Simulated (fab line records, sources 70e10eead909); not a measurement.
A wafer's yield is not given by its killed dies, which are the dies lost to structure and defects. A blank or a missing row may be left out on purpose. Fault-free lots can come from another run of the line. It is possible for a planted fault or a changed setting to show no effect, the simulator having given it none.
fab line records | flow nand_harc
[record] lots = 13 wafers = 39 last_day = 24
route steps=1159 shown A_CONTACT@882 A_BONDPAD@1089 HYBRID_BOND@1094 THIN_TSV@1129 END@1159
lots with no fault: from the same line, run without faults
start_h: hours from the record's opening day to when the first of the lot's shown wafers began | wait_h: how many hours have passed since the lot's step before this one | " as in the row above | L1.1+2: one row covering several wafers at once | - no value, or no start was given | * or withheld: withheld | < > ~ a bound
route shown NAME@n: names a module that has steps shown in the file, with the first one's number in the route | usual: the fault-free wafers' mean and standard deviation | same: alike in all rows | chamber/n: place in a boat | sites: readings site by site | _std_site: standard deviation across them | _edge_site: mean of outer sites minus mean of inner sites | radius_mm: how far each site lies from the wafer's centre | mask NAME#n: copy n | behind: the last tool/chamber to shape the wafer | hold: why the lot went on hold/how many hours it stayed there/how the hold came to an end | device: the transistor (n, p or np) that didn't switch | end of line: tests of these same wafers at the route's end | for a step that has no rows: nothing shown but its recipe | killed: dies lost to structure and defects at the first sort, not the wafer's yield | map: shows each die of a wafer: x if killed, . if not, _ if none is there
set.NAME: setting as actually run; set.NAME@STEP: the setting as run at that earlier step | model.NAME: the simulator's own value behind a step, which no gauge read
one table for each step of the route and one row for each wafer, over a sample of lots
services: when a tool's chamber went out of use (start_h, in hours from the record's first day, below 0 if earlier), for how many hours, and the reason
[[steps]]
[step NHARC_A_CONTACT_STRIP_55]
[recipe] o2_flow_sccm = 500 ar_flow_sccm = 0 bias_w = 0 chemistry = O2
[usual] drypump_motor_current_A = 5.8/0.46 oes_product_au = 1.002/0.0077 rf_vpp_V = 57.9/0.8 showerhead_plenum_p_Torr = 3.60/0.12 throttle_valve_pct = 17.036/0.0097
// columns lot.wafer tool chamber start_h wait_h drypump_motor_current_A oes_product_au rf_hours_counter_h rf_vpp_V showerhead_plenum_p_Torr throttle_valve_pct
L392.4 rie_diel-12 3 372.62 - 5.3 0.996 33 58.7 3.69 17.041
L392.1 " 0 " " 5.3 0.998 32 57.1 3.49 17.035
L392.5 " 3 " " 5.3 1.006 - 57.7 3.69 17.030
L396.2 rie_diel-12 2 404.34 - 6.3 1.003 2 56.1 3.75 17.043
L396.1 " 0 " " 5.3 1.004 2 59.4 3.49 17.033
L396.6 " 2 " " 6.3 1.006 - 58.5 3.75 17.052
L395.4 rie_diel-12 3 410.77 - 5.2 0.998 3 58.0 3.68 17.043
L395.6 " 2 " " 6.3 1.004 - 59.1 3.75 17.042
L395.5 " 3 " " 5.2 1.006 - 58.7 3.68 17.041
L398.2 rie_diel-12 1 418.04 - 6.2 0.999 4 57.8 3.64 17.024
L398.1 " 3 " " 5.3 1.005 4 58.7 3.68 17.033
L398.6 " 0 " " 5.4 1.012 - 57.9 3.49 17.043
L400.1 rie_diel-12 1 424.01 - 6.2 1.005 4 57.3 3.64 17.029
L400.3 " 0 " " 5.4 0.998 4 57.0 3.48 17.027
L400.6 " 2 " " 6.3 0.997 - 58.1 3.74 17.021
L397.4 rie_diel-09 0 429.66 - 5.8 0.992 63 56.8 3.29 17.036
L397.2 " 1 " " 6.8 0.995 65 58.8 3.48 17.036
L397.6 " 0 " " 5.8 0.996 - 57.0 3.29 17.040
L402.1 rie_diel-12 2 435.90 - 6.3 1.000 9 58.2 3.74 17.038
L402.2 " 3 " " 5.3 1.004 9 58.7 3.68 17.037
L402.4 " 0 " " 5.4 1.006 8 57.8 3.48 17.027
L404.4 rie_diel-13 2 442.45 - 6.4 0.993 55 57.2 3.35 17.042
L404.2 " 3 " " 5.4 1.007 55 56.0 3.47 17.018
L404.5 " 1 " " 5.7 0.995 - 58.3 3.74 17.032
L403.3 rie_diel-13 2 446.90 - 6.4 1.003 56 57.1 3.35 17.041
L403.1 " 0 " " 5.9 1.002 60 57.7 3.57 17.043
L403.5 " 2 " " 6.4 0.999 - 57.2 3.35 17.020
L407.1 rie_diel-12 2 459.89 - 6.4 1.012 15 57.6 3.74 17.024
L407.6 " 3 " " 5.3 0.989 - 59.1 3.68 17.031
L407.5 " 0 " " 5.3 1.009 - 57.2 3.48 17.050
L406.3 rie_diel-12 3 476.97 - 5.2 0.998 17 58.6 3.68 17.032
L406.4 " 0 " " 5.3 1.009 15 56.8 3.48 17.043
L406.6 " 2 " " 6.3 1.010 - 56.9 3.74 17.029
L408.1 rie_diel-12 2 480.34 - 6.3 1.007 18 57.7 3.74 17.035
L408.2 " 0 " " 5.4 1.012 16 56.7 3.48 17.029
L408.3 " 1 " " 6.2 1.001 16 58.6 3.63 17.019
L415.3 rie_diel-09 3 517.66 - 5.3 1.003 28 57.7 3.57 17.034
L415.1 " 1 " " 6.8 0.999 29 58.0 3.46 17.046
L415.2 " 2 " " 5.3 0.997 28 58.5 3.61 17.035
[step NHARC_A_BONDPAD_THK_MEAS_20]
[recipe] thk_meas_gauge = xrf
[usual] thk_nm = 169.4/1.3
// columns lot.wafer tool chamber start_h wait_h thk_nm
L392.1 film_metro-02 - 425.01 - 170.3
L392.4 " - " " 171.2
L392.5 " - " " 170.6
L396.1 film_metro-02 - 440.50 - 168.2
L396.2 " - " " 168.8
L396.6 " - " " 167.3
L395.4 film_metro-02 - 456.60 - 167.5
L395.5 " - " " 168.2
L395.6 " - " " 169.6
L398.1 film_metro-01 - 467.84 - 170.9
L398.2 " - " " 170.6
L398.6 " - " " 170.3
L400.1 film_metro-01 - 468.45 - 170.4
L400.3 " - " " 169.5
L400.6 " - " " 169.2
L397.2 film_metro-02 - 470.99 - 169.6
L397.4 " - " " 169.1
L397.6 " - " " 169.7
L402.1 film_metro-02 - 472.07 - 171.1
L402.2 " - " " 166.5
L402.4 " - " " 168.6
L404.2 film_metro-02 - 481.21 - 171.0
L404.4 " - " " 168.7
L404.5 " - " " 172.4
L403.1 film_metro-01 - 481.82 - 172.5
L403.3 " - " " 168.2
L403.5 " - " " 168.3
L407.1 film_metro-02 - 506.32 - 172.4
L407.5 " - " " 170.1
L407.6 " - " " 171.4
L406.3 film_metro-02 - 517.13 - 169.8
L406.4 " - " " 170.1
L406.6 " - " " 169.6
L408.1 film_metro-01 - 520.80 - 166.9
L408.2 " - " " 170.4
L408.3 " - " " 169.4
L415.1 film_metro-02 - 550.82 - 171.6
L415.2 " - " " 169.7
L415.3 " - " " 168.2
[step NHARC_HYBRID_BOND_ACTIVATE_00]
[recipe] time_s = 60 n2_flow_sccm = 200 ar_flow_sccm = 0 bias_power_w = 0 chemistry = N2
[usual] drypump_motor_current_A = 5.7/0.49 oes_product_au = 0.999/0.0083 rf_vpp_V = 64.2/1 showerhead_plenum_p_Torr = 1.76/0.1
// columns lot.wafer tool chamber start_h wait_h drypump_motor_current_A oes_product_au rf_hours_counter_h rf_vpp_V showerhead_plenum_p_Torr
L392.1 rie_diel-11 0 425.31 0.1 6.2 1.000 4 63.8 1.66
L392.4 " 2 " " 5.2 1.001 4 63.8 1.88
L392.5 " 0 " " 6.2 1.003 - 64.0 1.66
L396.2 rie_diel-11 2 440.76 0.1 5.2 0.996 6 65.0 1.88
L396.1 " 3 " " 5.0 1.003 6 63.9 1.89
L396.6 " 3 " " 5.0 0.989 - 65.7 1.89
L395.4 rie_diel-11 3 456.92 0.1 5.0 0.998 - 65.9 1.89
L395.6 " 0 " " 6.2 1.007 - 63.4 1.66
L395.5 " 1 " " 6.0 1.007 - 62.9 1.64
L398.1 rie_diel-08 0 468.11 0.1 5.7 0.994 56 62.6 1.73
L398.2 " 1 " " 6.4 1.012 61 63.6 1.66
L398.6 " 0 " " 5.6 0.991 - 62.7 1.73
L400.3 rie_diel-11 0 468.74 0.1 6.2 1.002 8 63.4 1.66
L400.1 " 1 " " 6.0 0.990 9 63.9 1.64
L400.6 " 3 " " 5.0 0.994 - 65.6 1.89
L397.4 rie_diel-11 3 471.27 0.1 5.0 0.979 10 65.4 1.89
L397.2 " 1 " " 6.0 0.998 9 64.0 1.64
L397.6 " 2 " " 5.2 0.991 - 64.0 1.88
L402.1 rie_diel-08 3 472.35 0.1 6.4 1.000 62 64.1 1.71
L402.4 " 0 " " 5.7 0.993 57 64.0 1.73
L402.2 " 1 " " 6.4 1.001 61 65.3 1.66
L404.2 rie_diel-13 3 481.51 0.1 5.4 0.991 8 62.5 1.73
L404.5 " 0 " " 5.9 0.997 - 63.0 1.79
L404.4 " 2 " " 6.3 0.982 - 64.6 1.67
L403.3 rie_diel-11 1 482.12 0.1 6.0 0.996 11 63.5 1.64
L403.1 " 3 " " 5.0 0.994 12 64.6 1.89
L403.5 " 1 " " 6.0 1.004 - 64.6 1.64
L407.1 rie_diel-11 1 506.59 0.1 6.0 0.998 14 63.0 1.64
L407.5 " 2 " " 5.3 0.989 - 63.6 1.88
L407.6 " 3 " " 5.0 0.998 - 64.0 1.89
L406.3 rie_diel-13 3 517.42 0.1 5.4 0.997 21 64.8 1.73
L406.4 " 2 " " 6.3 0.993 16 63.7 1.66
L406.6 " 0 " " 5.9 0.996 - 64.4 1.78
L408.1 rie_diel-11 1 521.07 0.1 6.0 1.008 15 64.2 1.64
L408.3 " 3 " " 5.0 0.994 17 64.2 1.89
L408.2 " 0 " " 6.2 1.001 14 61.9 1.66
L415.1 rie_diel-13 3 551.12 0.1 5.4 1.003 33 64.1 1.73
L415.2 " 0 " " 5.9 0.992 33 65.9 1.78
L415.3 " 1 " " 5.7 1.005 22 65.2 1.87
[step NHARC_THIN_TSV_PVD_19]
[recipe] target_thk_a = 200 chamber_pressure_pa = 5 material = TaN
[usual] throttle_valve_pct = 29.8/0.98
// columns lot.wafer tool chamber start_h wait_h throttle_valve_pct
L392.1 pvd_sputter-03 - - - 28.8
L392.4 " - " " 31.0
L392.5 " - " " 30.7
L396.2 pvd_sputter-02 - - - 29.4
L396.1 " - " " 30.6
L396.6 " - " " 30.8
L395.4 pvd_sputter-03 - - - 29.1
L395.5 " - " " 29.0
L395.6 " - " " 31.0
L398.2 pvd_sputter-03 - - - 29.0
L398.1 " - " " 31.4
L398.6 " - " " 31.2
L400.3 pvd_sputter-02 - - - 30.3
L400.1 " - " " 29.0
L400.6 " - " " 30.6
L397.4 pvd_sputter-01 - - - 28.2
L397.2 " - " " 28.4
L397.6 " - " " 28.2
L402.2 pvd_sputter-02 - - - 29.0
L402.4 " - " " 30.7
L402.1 " - " " 30.6
L403.1 pvd_sputter-03 - - - 31.5
L403.3 " - " " 29.0
L403.5 " - " " 28.7
L404.2 pvd_sputter-02 - - - 30.7
L404.4 " - " " 29.1
L404.5 " - " " 30.1
L407.1 pvd_sputter-03 - - - 31.6
L407.6 " - " " 28.8
L407.5 " - " " 30.9
L406.3 pvd_sputter-01 - - - 28.8
L406.4 " - " " 28.1
L406.6 " - " " 28.9
L408.2 pvd_sputter-03 - - - 29.1
L408.3 " - " " 31.5
L408.1 " - " " 31.1
L415.1 pvd_sputter-02 - - - 29.0
L415.3 " - " " 30.1
L415.2 " - " " 29.3
[step NHARC_END_SORT_01]
[recipe] temp_c = 25
[usual] killed_at_array = 29/9.4 killed_at_other = 0.7/1.3 killed_at_periphery = 2.9/2.1 killed_dies = 32/9 killed_open = 3.3/1.8 killed_short = 1.9/1.4
[same] gross_dies = 677
// columns lot.wafer tool chamber start_h wait_h killed_at_array killed_at_other killed_at_periphery killed_dies killed_open killed_short
L407.1 prober-01 0 537.23 2.5 154 6 1 161 4 2
L407.5 prober-01 0 540.42 3.7 171 4 2 177 3 1
L407.6 prober-01 0 541.22 4.0 142 4 1 147 3 1
L408.1 prober-01 0 555.81 2.5 151 2 6 159 1 4
L408.2 prober-01 0 556.61 2.8 199 0 2 201 7 2
L408.3 prober-01 0 557.42 3.1 119 1 0 120 0 2
L406.3 prober-02 0 557.34 3.1 107 0 3 110 2 3
L406.4 prober-02 0 558.14 3.4 105 0 0 105 0 1
L406.6 prober-02 0 559.73 4.0 102 2 1 105 4 1
// killed by level:class
L407.1 A_STAIRCASE:unspecified=87 A_CONTACT:unspecified=48 A_CHANNEL_HOLE_D1:chamber_film_flake=9 THIN_TSV:chamber_film_flake=6 A_M1:geometric_particle:open=2 A_STAIRCASE:chamber_film_flake=2 A_CHANNEL_HOLE_D1:geometric_particle:short=1 A_CHANNEL_FILL_D1:geometric_particle:open=1
L407.5 A_STAIRCASE:unspecified=83 A_CONTACT:unspecified=76 THIN_TSV:chamber_film_flake=4 A_CHANNEL_HOLE_D1:chamber_film_flake=4 A_STAIRCASE:chamber_film_flake=2 A_CONTACT:chamber_film_flake=2 A_CHANNEL_HOLE_D1:geometric_particle:open=1 A_STAIRCASE:geometric_particle:short=1
L407.6 A_CONTACT:unspecified=76 A_STAIRCASE:unspecified=55 THIN_TSV:chamber_film_flake=4 A_CHANNEL_HOLE_D1:chamber_film_flake=3 A_CONTACT:chamber_film_flake=2 A_CHANNEL_FILL_D1:geometric_particle:open=1 A_SGD_CUT:geometric_particle:short=1 A_CONTACT:geometric_particle:open=1
L408.1 A_STAIRCASE:unspecified=81 A_CONTACT:unspecified=53 A_CHANNEL_HOLE_D1:chamber_film_flake=7 A_SLIT:chamber_film_flake=7 P_ZERO_WELL:chamber_film_flake=2 THIN_TSV:chamber_film_flake=2 P_M0:geometric_particle:short=1 P_M1:geometric_particle:short=1
L408.2 A_STAIRCASE:unspecified=87 A_CONTACT:unspecified=80 A_SLIT:chamber_film_flake=16 A_CHANNEL_HOLE_D1:chamber_film_flake=7 A_BLC:geometric_particle:open=2 A_M0:geometric_particle:open=2 P_CONTACT:geometric_particle:open=1 A_CHANNEL_HOLE_D1:geometric_particle:short=1
L406.3 A_CONTACT:unspecified=72 A_CHANNEL_HOLE_D1:chamber_film_flake=14 A_SLIT:chamber_film_flake=13 A_CONTACT:chamber_film_flake=5 P_CONTACT:geometric_particle:open=1 P_M0:geometric_particle:open=1 P_M2:geometric_particle:short=1 A_CHANNEL_FILL_D1:geometric_particle:short=1
L408.3 A_STAIRCASE:unspecified=68 A_CONTACT:unspecified=26 A_SLIT:chamber_film_flake=16 A_CHANNEL_HOLE_D1:chamber_film_flake=6 A_CONTACT:chamber_film_flake=2 A_ONON_D1:geometric_particle:short=1 STARTING-WAFER:geometric_particle:short=1
L406.4 A_CONTACT:unspecified=71 A_SLIT:chamber_film_flake=21 A_CHANNEL_HOLE_D1:chamber_film_flake=8 A_CONTACT:chamber_film_flake=3 A_SGD_CUT:geometric_particle:short=1 A_BLC:chamber_film_flake=1
L406.6 A_CONTACT:unspecified=54 A_SLIT:chamber_film_flake=20 A_CHANNEL_HOLE_D1:chamber_film_flake=17 A_CONTACT:chamber_film_flake=4 A_CONTACT:geometric_particle:open=2 THIN_TSV:chamber_film_flake=2 A_CHANNEL_FILL_D1:geometric_particle:open=1 A_CONTACT:geometric_particle:short=1
[[services]]
// columns tool chamber start_h hours kind
rie_diel-11 2 352.77 8.5 repair
rie_diel-11 - 366.50 9.0 pm
pvd_sputter-03 - 376.11 16.5 repair
rie_diel-12 - 388.69 0.5 repair
pvd_sputter-02 - 392.02 10.0 pm
rie_diel-08 0 397.27 2.3 repair
rie_diel-11 0 426.37 15.6 repair
rie_diel-09 - 431.16 9.0 pm
rie_diel-13 - 453.36 9.0 pm
rie_diel-11 2 453.99 5.9 repair
pvd_sputter-03 - 458.02 10.0 pm
rie_diel-09 0 458.56 6.1 repair
rie_diel-08 - 479.89 9.0 pm
rie_diel-11 0 503.81 2.8 repair
pvd_sputter-01 - 514.06 10.0 pm
rie_diel-09 0 526.62 12.5 repair
pvd_sputter-03 - 540.36 1.3 repair
rie_diel-11 - 543.50 9.0 pm
pvd_sputter-01 - 549.79 1.8 repair
rie_diel-11 3 552.77 5.1 repair
rie_diel-12 - 556.40 9.0 pm
pvd_sputter-03 - 556.79 5.0 repair
rie_diel-09 0 559.07 5.5 repair
rie_diel-09 1 563.34 3.1 repair
[[key]]
[first_sign] step = NHARC_END_SORT_01 reading = killed_dies direction = up sigmas = 12 usual = 32 struck = 143
[effect] step = NHARC_END_SORT_01 reading = killed_at_array direction = up sigmas = 12 usual = 29 struck = 139
[more_kills_born_at] NHARC_A_CONTACT_STRIP_55@rie_diel-12 = 556
met_at NHARC_A_CONTACT_STRIP_55
struck_lots L406,L407,L408
tester_left_out L406,L407,L408
not_acting_at NHARC_A_BONDPAD_THK_MEAS_20,NHARC_HYBRID_BOND_ACTIVATE_00,NHARC_THIN_TSV_PVD_19
onset_between 435.90 459.89
[earlier_fault] kind = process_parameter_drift tool = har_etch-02 chamber = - onset_h = 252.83 steps = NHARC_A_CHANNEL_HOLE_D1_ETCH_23 channel = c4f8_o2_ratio offset = 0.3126 shape = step acts_in = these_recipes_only stated = 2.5
[earlier_fault] kind = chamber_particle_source tool = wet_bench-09 chamber = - onset_h = 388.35 steps = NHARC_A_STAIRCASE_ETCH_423 rate_per_visit_cm2 = 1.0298
[fault] kind = chamber_particle_source tool = rie_diel-12 chamber = - onset_h = 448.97 steps = NHARC_A_CONTACT_STRIP_55 rate_per_visit_cm2 = 0.56805
// tester_left_out: of these lots the tester's yield and bins aren't shown, on N5 and GAA mostly nor the transistor test; their killed dies are dies lost to structure and defects alone, not to doping, threshold or leakage, so they don't give the yield
